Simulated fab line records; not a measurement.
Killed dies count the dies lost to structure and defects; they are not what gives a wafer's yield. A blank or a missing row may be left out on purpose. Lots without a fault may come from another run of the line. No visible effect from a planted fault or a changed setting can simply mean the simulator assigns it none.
Tool commonality check    flow n5-finfet    12 lots and 35 wafers in the sample

REASON IT WAS OPENED
Of 12 lots, 1 have the reading M9_OVL flagged at N5_BEOL_M9_OVL_MEAS_12. No-fault wafers: 0.1 nm, standard deviation 0.77.
Rule: a lot is flagged when every wafer of it that has a number lies more than 4 standard deviations from that mean, or none has a number. As for the other lots, they are considered sound.

lot   measured      on          M9_OVL (nm), wafer by wafer  flag
L910  day 9 09:32   overlay-01  -0.1 -0.1 -0.6               
L911  day 10 02:39  overlay-01  0.1 -1.1 -0.4                
L913  day 10 13:38  overlay-02  -0.1 -0.6 0.1                
L915  day 10 20:48  overlay-01  -1.2 -1.3 0.0                
L916  day 11 05:56  overlay-01  1.6 1.2 1.1                  
L918  day 11 20:47  overlay-02  0.0 -0.3                     
L925  day 13 07:47  overlay-01  -0.2 -0.5 -0.1               
L923  day 13 08:43  overlay-01  0.0 0.5 -0.1                 
L924  day 13 12:13  overlay-02  0.1 0.9 1.0                  
L926  day 14 00:15  overlay-02  -0.1 -1.0 0.1                
L927  day 14 04:49  overlay-02  -0.3 -0.1 -1.1               
L932  day 15 04:31  overlay-01  13.7 12.3 13.8               FLAGGED
The numbers of the flagged lots are 13.3 nm on average: +13.2 nm against the usual, or +17 standard deviations.

TOOL THAT RAN EACH LOT
The record keeps 1 process step preceding the reading, out of 1938 steps on the route. Cell contents, in order: the tool; ch with the chambers the sampled wafers went through; the start.
lot   flag     N5_BEOL_M9_EXPOSE_08
L910           arfi-scanner-02 ch 0, day 9 09:23
L911           arfi-scanner-01 ch 0, day 10 02:30
L913           arfi-scanner-01 ch 0, day 10 13:29
L915           arfi-scanner-03 ch 0, day 10 20:39
L916           arfi-scanner-03 ch 0, day 11 05:46
L918           arfi-scanner-03 ch 0, day 11 20:38
L925           arfi-scanner-02 ch 0, day 13 07:38
L923           arfi-scanner-03 ch 0, day 13 08:34
L924           arfi-scanner-02 ch 0, day 13 12:04
L926           arfi-scanner-01 ch 0, day 14 00:05
L927           arfi-scanner-02 ch 0, day 14 04:40
L932  FLAGGED  arfi-scanner-02 ch 0, day 15 04:21
What the steps here do:
- N5_BEOL_M9_EXPOSE_08: exposes mask M9.
- N5_BEOL_M9_OVL_MEAS_12

FLAGGED OVER TOTAL, TOOL BY TOOL (the gauges that took the reading come last)
step                    tool             lots run  flagged  share of the flagged lots  sound lots run after its first flagged lot
N5_BEOL_M9_EXPOSE_08    arfi-scanner-01  3         0        none                       -
N5_BEOL_M9_EXPOSE_08    arfi-scanner-02  5         1        all                        0
N5_BEOL_M9_EXPOSE_08    arfi-scanner-03  4         0        none                       -
N5_BEOL_M9_OVL_MEAS_12  overlay-01       7         1        all                        0
N5_BEOL_M9_OVL_MEAS_12  overlay-02       5         0        none                       -

WHAT THE TABLE PERMITS
Table rows that saw every flagged lot: 2, namely arfi-scanner-02 at N5_BEOL_M9_EXPOSE_08 and overlay-01 at N5_BEOL_M9_OVL_MEAS_12.
- arfi-scanner-02 at N5_BEOL_M9_EXPOSE_08 ran 5 lots, 1 of them flagged. Last sound lot L927 at day 14 04:40, first flagged lot L932 at day 15 04:21; a fault beginning in between fits.
- overlay-01 at N5_BEOL_M9_OVL_MEAS_12 ran 7 lots, 1 of them flagged. Last sound lot L923 at day 13 08:43, first flagged lot L932 at day 15 04:31; a fault beginning in between fits.
These 2 tools cannot be told apart by counting lots, since each of them fits a fault that started at some hour. More lots, or a look at what each step does to the wafer, might.

WHAT THE SIMULATOR HAD PUT IN
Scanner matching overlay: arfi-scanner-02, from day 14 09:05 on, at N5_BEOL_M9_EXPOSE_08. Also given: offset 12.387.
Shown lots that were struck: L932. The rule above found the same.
